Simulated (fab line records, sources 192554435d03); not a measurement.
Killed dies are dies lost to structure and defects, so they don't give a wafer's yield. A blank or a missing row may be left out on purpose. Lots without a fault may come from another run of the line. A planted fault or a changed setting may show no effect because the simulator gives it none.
Tool commonality check | flow n5_finfet | 10 lots, 25 wafers sampled

WHY IT WAS OPENED
At N5_BEOL_M0_SAQP_CD_MEAS_25 the reading cd_nm is flagged on 2 of 10 lots. Wafers without a fault read 12.81 nm, standard deviation 0.24.
Rule: a lot is flagged when every wafer of it that has a number lies more than 4 standard deviations from that mean, or none has a number. The other lots count as sound.

lot  | measured     | on        | cd_nm (nm), wafer by wafer | flag
L154 | day 6 05:16  | cd_sem-01 | 12.93 12.48 12.75          |
L157 | day 7 04:56  | cd_sem-01 | 12.50 12.92                |
L159 | day 7 11:44  | cd_sem-03 | 13.00 12.59                |
L162 | day 8 05:37  | cd_sem-02 | 13.07 12.74                |
L164 | day 8 20:36  | cd_sem-03 | 12.77 12.97                |
L166 | day 9 09:40  | cd_sem-03 | 12.66 13.12 12.99          |
L167 | day 9 15:56  | cd_sem-01 | 12.87 12.69 13.01          |
L168 | day 9 18:29  | cd_sem-01 | 18.88 18.84 18.95          | FLAGGED
L170 | day 10 04:19 | cd_sem-03 | 18.93 18.38 18.77          | FLAGGED
L174 | day 11 08:28 | cd_sem-03 | 12.59 12.76                |
The numbers of the flagged lots are 18.79 nm on average: +5.98 nm against the usual, or +25 standard deviations.

WHICH TOOL RAN EACH LOT
The record holds 2 process steps before the reading, out of a route of 1938 steps. In each cell: the tool, then ch and the chambers that the sampled wafers went through, then the start.
lot  | flag    | N5_BEOL_M0_SAQP_RECESS_114         | N5_BEOL_M0_SAQP_SPACER1_ALD_98
L154 |         | vapor_etch-01 ch 0,1, day 6 04:13  | ald_sin-01 ch 1,2, day 6 04:36
L157 |         | vapor_etch-02 ch 0,1, day 7 03:45  | ald_sin-01 ch 2,3, day 7 04:29
L159 |         | vapor_etch-02 ch 0,1, day 7 10:37  | ald_sin-02 ch 0,3, day 7 11:00
L162 |         | vapor_etch-01 ch 1, day 8 04:40    | ald_sin-04 ch 1,2, day 8 04:56
L164 |         | vapor_etch-02 ch 1, day 8 19:32    | ald_sin-04 ch 1,3, day 8 19:56
L166 |         | vapor_etch-02 ch 0,1, day 9 08:27  | ald_sin-04 ch 0,2,3, day 9 08:50
L167 |         | vapor_etch-02 ch 0,1, day 9 14:28  | ald_sin-04 ch 0,1,3, day 9 14:52
L168 | FLAGGED | vapor_etch-01 ch 0,1, day 9 17:26  | ald_sin-04 ch 0,1, day 9 17:49
L170 | FLAGGED | vapor_etch-02 ch 0,1, day 10 03:14 | ald_sin-04 ch 0,3, day 10 03:39
L174 |         | vapor_etch-01 ch 0, day 11 07:25   | ald_sin-01 ch 1,2, day 11 07:47
What these steps do:
- N5_BEOL_M0_SAQP_RECESS_114: chemistry HF/NH3, target SiO2, target depth 14.4 nm, afs cycles 3, sublimation time 60 s.
- N5_BEOL_M0_SAQP_SPACER1_ALD_98: deposits SiO2, target thk 12.8 nm, pulse time 1 s, purge time 2 s.
- N5_BEOL_M0_SAQP_CD_MEAS_25: target cd 13.1 nm.

FLAGGED OVER TOTAL, TOOL BY TOOL (the gauges that took the reading come last)
step                           | tool          | lots run | flagged | share of the flagged lots | sound lots run after its first flagged lot
N5_BEOL_M0_SAQP_RECESS_114     | vapor_etch-01 | 4        | 1       | some                      | 1 (L174)
N5_BEOL_M0_SAQP_RECESS_114     | vapor_etch-02 | 6        | 1       | some                      | 0
N5_BEOL_M0_SAQP_SPACER1_ALD_98 | ald_sin-01    | 3        | 0       | none                      | -
N5_BEOL_M0_SAQP_SPACER1_ALD_98 | ald_sin-02    | 1        | 0       | none                      | -
N5_BEOL_M0_SAQP_SPACER1_ALD_98 | ald_sin-04    | 6        | 2       | all                       | 0
N5_BEOL_M0_SAQP_CD_MEAS_25     | cd_sem-01     | 4        | 1       | some                      | 0
N5_BEOL_M0_SAQP_CD_MEAS_25     | cd_sem-02     | 1        | 0       | none                      | -
N5_BEOL_M0_SAQP_CD_MEAS_25     | cd_sem-03     | 5        | 1       | some                      | 1 (L174)

WHAT THE TABLE ALLOWS
1 row of the table ran every flagged lot: ald_sin-04 at N5_BEOL_M0_SAQP_SPACER1_ALD_98.
- ald_sin-04 at N5_BEOL_M0_SAQP_SPACER1_ALD_98: 2 of its 6 lots flagged. Its last sound lot is L167 (day 9 14:52), its first flagged lot L168 (day 9 17:49): a fault that began between those two fits.
One tool is left: ald_sin-04 at N5_BEOL_M0_SAQP_SPACER1_ALD_98.

WHAT THE SIMULATOR HAD PUT IN
Process parameter drift: ald_sin-04, from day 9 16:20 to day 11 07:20, at N5_BEOL_M0_SAQP_SPACER1_ALD_98. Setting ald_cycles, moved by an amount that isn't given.
Lots struck among those shown: L168, L170. The rule above found the same.
